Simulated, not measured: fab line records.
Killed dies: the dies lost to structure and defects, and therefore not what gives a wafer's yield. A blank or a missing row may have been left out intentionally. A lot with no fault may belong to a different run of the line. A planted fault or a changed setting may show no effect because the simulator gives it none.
Which tool is to blame? -- flow n5Finfet -- 30 wafers from 10 lots sampled at 5 of the route's 1938 steps

## WHAT EACH GAUGE READ, for each wafer
N5_BEOL_M4_RC_MEAS_101. Usual: DIBL_N 37.2 mV/V, standard deviation 1.9; DIBL_P 37.3 mV/V, standard deviation 2.2; IOFF_N 0.18 nA/um, standard deviation 0.038; IOFF_P 0.22 nA/um, standard deviation 0.039; ION_N 678 uA/um, standard deviation 11; ION_P 462 uA/um, standard deviation 6.9; SS_N 71.8 mV/dec, standard deviation 0.68; SS_P 73.5 mV/dec, standard deviation 0.65; VT_N 249 mV, standard deviation 3.4; VT_P -250 mV, standard deviation 3.2.
lot,measured,on,DIBL_N (mV/V),DIBL_P (mV/V),IOFF_N (nA/um),IOFF_P (nA/um),ION_N (uA/um),ION_P (uA/um),SS_N (mV/dec),SS_P (mV/dec),VT_N (mV),VT_P (mV),flag
L822,day 8 11:19,prober-02,35.0 38.2 34.7,34.6 37.9 35.4,0.13 0.20 0.14,0.15 0.20 0.17,660 669 677,449 449 458,71.1 71.7 71.3,72.9 72.7 73.3,250 247 250,-255 -252 -252,
L823,day 8 20:13,prober-02,39.3 40.1 41.2,37.7 37.9 40.2,0.19 0.23 0.24,0.21 0.22 0.25,668 678 681,450 459 461,71.0 72.0 72.1,73.9 74.3 74.2,248 244 244,-252 -250 -254,
L824,day 9 01:17,prober-02,37.6 39.2 36.5,37.9 37.8 35.9,0.18 0.22 0.16,0.26 0.26 0.22,673 693 664,465 466 460,71.8 72.8 72.1,73.4 73.0 73.3,248 245 251,-248 -245 -249,
L825,day 9 01:04,prober-01,40.0 39.1 39.4,41.2 40.7 40.5,0.26 0.24 0.25,0.27 0.27 0.26,691 691 693,465 464 459,73.4 72.2 71.5,74.2 73.8 74.7,246 245 247,-250 -249 -249,
L830,day 10 08:16,prober-01,37.8 37.4 34.0,36.8 36.3 32.8,0.16 0.15 0.11,0.21 0.21 0.17,684 691 676,460 472 471,71.1 71.6 70.4,73.3 72.7 71.9,252 251 254,-249 -248 -253,
L832,day 11 06:01,prober-01,38.0 33.4 35.4,38.1 33.2 34.7,0.18 0.11 0.14,0.26 0.19 0.20,671 660 677,472 463 464,71.6 70.6 70.8,73.5 72.5 72.5,247 254 252,-246 -251 -247,
L834,day 12 12:49,prober-02,35.6 37.1 35.7,36.8 37.6 36.7,0.16 0.16 0.15,0.22 0.22 0.20,680 672 670,468 462 461,70.9 71.2 71.6,74.1 74.2 73.6,248 251 254,-249 -251 -253,
L837,day 12 03:13,prober-01,34.7 35.3 36.2,36.6 37.4 38.1,0.16 0.17 0.19,0.18 0.19 0.21,681 684 682,459 458 458,71.6 71.5 71.5,73.3 73.4 73.8,251 246 251,-253 -254 -250,
L842,day 13 12:39,prober-02,36.7 37.5 36.4,38.0 39.6 37.7,0.19 0.21 0.18,0.22 0.25 0.22,684 692 685,462 464 462,71.4 72.1 72.3,73.8 73.6 73.1,247 247 248,-250 -249 -250,
L843,day 13 13:22,prober-01,37.2 36.8 35.9,40.0 39.1 37.1,0.18 0.16 0.14,0.22 0.20 0.17,668 676 655,452 463 445,72.0 72.0 72.4,74.4 73.6 73.8,250 250 254,-251 -255 -255,

## EACH LOT AND THE TOOL THAT RAN IT (in order: tool; ch and the chambers of the sampled wafers; start)
lot,N5_FIN_CUT_PRECLEAN_35,N5_STI_FIN_REVEAL_CMP_04,N5_STI_FIN_REVEAL_PRECLEAN_17,N5_STI_FIN_REVEAL_ETCH_34
L822,"vaporEtch-02 ch 0,1, day 2 09:54","cmp-03 ch 0,2, day 2 16:00","remotePlasma-02 ch 1, day 2 18:45","rieSi-05 ch 1,2,3, day 2 18:58"
L823,"vaporEtch-02 ch 0,1, day 2 15:22","cmp-04 ch 1,3, day 2 21:34","remotePlasma-01 ch 1, day 3 00:20","rieSi-05 ch 0,3, day 3 00:32"
L824,"vaporEtch-02 ch 0,1, day 2 23:44","cmp-04 ch 0,1,3, day 3 05:35","remotePlasma-01 ch 1, day 3 08:27","rieSi-02 ch 0,1,3, day 3 08:37"
L825,"vaporEtch-01 ch 0,1, day 3 06:39","cmp-03 ch 0,3, day 3 12:11","remotePlasma-02 ch 1, day 3 15:08","rieSi-05 ch 0,2, day 3 15:19"
L830,"vaporEtch-01 ch 0,1, day 4 10:06","cmp-03 ch 0,2, day 4 15:37","remotePlasma-02 ch 1, day 4 18:35","rieSi-03 ch 2,3, day 4 18:43"
L832,"vaporEtch-01 ch 0,1, day 4 22:57","cmp-04 ch 1,2, day 5 05:19","remotePlasma-01 ch 0, day 5 08:03","rieSi-03 ch 0,1,3, day 5 08:12"
L834,"vaporEtch-02 ch 0,1, day 5 09:42","cmp-03 ch 1,2, day 5 15:11","remotePlasma-02 ch 1, day 5 18:13","rieSi-02 ch 0,1, day 5 18:23"
L837,"vaporEtch-01 ch 0,1, day 6 04:02","cmp-04 ch 1,2, day 6 09:34","remotePlasma-02 ch 1, day 6 12:24","rieSi-05 ch 1,2, day 6 12:36"
L842,"vaporEtch-01 ch 0,1, day 7 10:40","cmp-02 ch 0,3, day 7 16:13","remotePlasma-02 ch 0, day 7 18:57","rieSi-02 ch 1,3, day 7 19:06"
L843,"vaporEtch-01 ch 1, day 7 15:36","cmp-04 ch 0,2,3, day 7 21:06","remotePlasma-02 ch 0, day 7 23:52","rieSi-05 ch 0,1,2, day 8 00:02"
- N5_FIN_CUT_PRECLEAN_35: cleans in vHF, time 13.3 s.
- N5_STI_FIN_REVEAL_CMP_04: polishes, stops on Si3N4, t overpolish 4 s, target thk 131.83 nm.
- N5_STI_FIN_REVEAL_PRECLEAN_17: cleans in NF3:NH3, afs cycles 1, time 20 s, sublimation time 60 s.
- N5_STI_FIN_REVEAL_ETCH_34: etches Si in H2, material Si, target depth 0.97 nm.

## WHAT THE TOOLS THEMSELVES READ (means of the sampled wafers that have a number; where no wafer has one, the mark that the record gives instead)
N5_FIN_CUT_PRECLEAN_35. Usual: 5.55 A for drypumpMotorCurrentA, sd 0.29.
lot,tool,drypumpMotorCurrentA (A),flag
L822,vaporEtch-02,5.33,
L823,vaporEtch-02,5.33,
L824,vaporEtch-02,5.20,
L825,vaporEtch-01,5.68,
L830,vaporEtch-01,5.78,
L832,vaporEtch-01,5.77,
L834,vaporEtch-02,5.35,
L837,vaporEtch-01,5.80,
L842,vaporEtch-01,5.76,
L843,vaporEtch-01,5.86,

N5_STI_FIN_REVEAL_CMP_04. Usual: motorCurrentA 7.9 A, standard deviation 0.68; overpolishRunS 4.000 s, standard deviation 0.009; timeToEndpointS 104 s, standard deviation 5.3.
lot,tool,motorCurrentA (A),overpolishRunS (s),timeToEndpointS (s),flag
L822,cmp-03,7.4,4.003,103,
L823,cmp-04,8.3,3.995,103,
L824,cmp-04,8.2,3.993,107,
L825,cmp-03,7.3,4.007,107,
L830,cmp-03,7.5,3.999,112,
L832,cmp-04,7.3,3.997,108,
L834,cmp-03,8.5,4.002,105,
L837,cmp-04,7.7,4.002,107,
L842,cmp-02,7.5,4.001,106,
L843,cmp-04,8.1,4.000,104,

N5_STI_FIN_REVEAL_ETCH_34. Usual: drypumpMotorCurrentA 5.8 A, standard deviation 0.46; oesProductAu 1.005 a.u., standard deviation 0.021; throttleValvePct 25.9 %, standard deviation 0.53.
lot,tool,drypumpMotorCurrentA (A),oesProductAu (a.u.),throttleValvePct (%),flag
L822,rieSi-05,6.2,1.012,25.4,
L823,rieSi-05,6.1,0.999,25.9,
L824,rieSi-02,5.5,0.988,26.1,
L825,rieSi-05,6.1,1.026,26.0,
L830,rieSi-03,5.5,0.986,26.5,
L832,rieSi-03,5.7,0.985,25.8,
L834,rieSi-02,5.1,1.009,26.1,
L837,rieSi-05,6.1,1.026,25.5,
L842,rieSi-02,5.8,0.987,26.3,
L843,rieSi-05,6.1,1.028,25.7,

## THE ANSWER, worked out from the rows above alone
Rule: take the mean of a lot's wafers that have a number; if it is more than 3 standard deviations from the usual mean, the lot is off. Also off: a lot with no number at a reading for which 4 or more lots have one. The other lots that the step has rows for count as sound. After the gauges, taken in route order, come the tools' own readings; for these a lot's mean is taken, as printed above. At the first step where some lot is off, the reading lying furthest off is the one used; lots without a number count as furthest.
None of the lots is off at any reading shown; this tells nothing.

## WHAT THE SIMULATOR HAD PUT IN
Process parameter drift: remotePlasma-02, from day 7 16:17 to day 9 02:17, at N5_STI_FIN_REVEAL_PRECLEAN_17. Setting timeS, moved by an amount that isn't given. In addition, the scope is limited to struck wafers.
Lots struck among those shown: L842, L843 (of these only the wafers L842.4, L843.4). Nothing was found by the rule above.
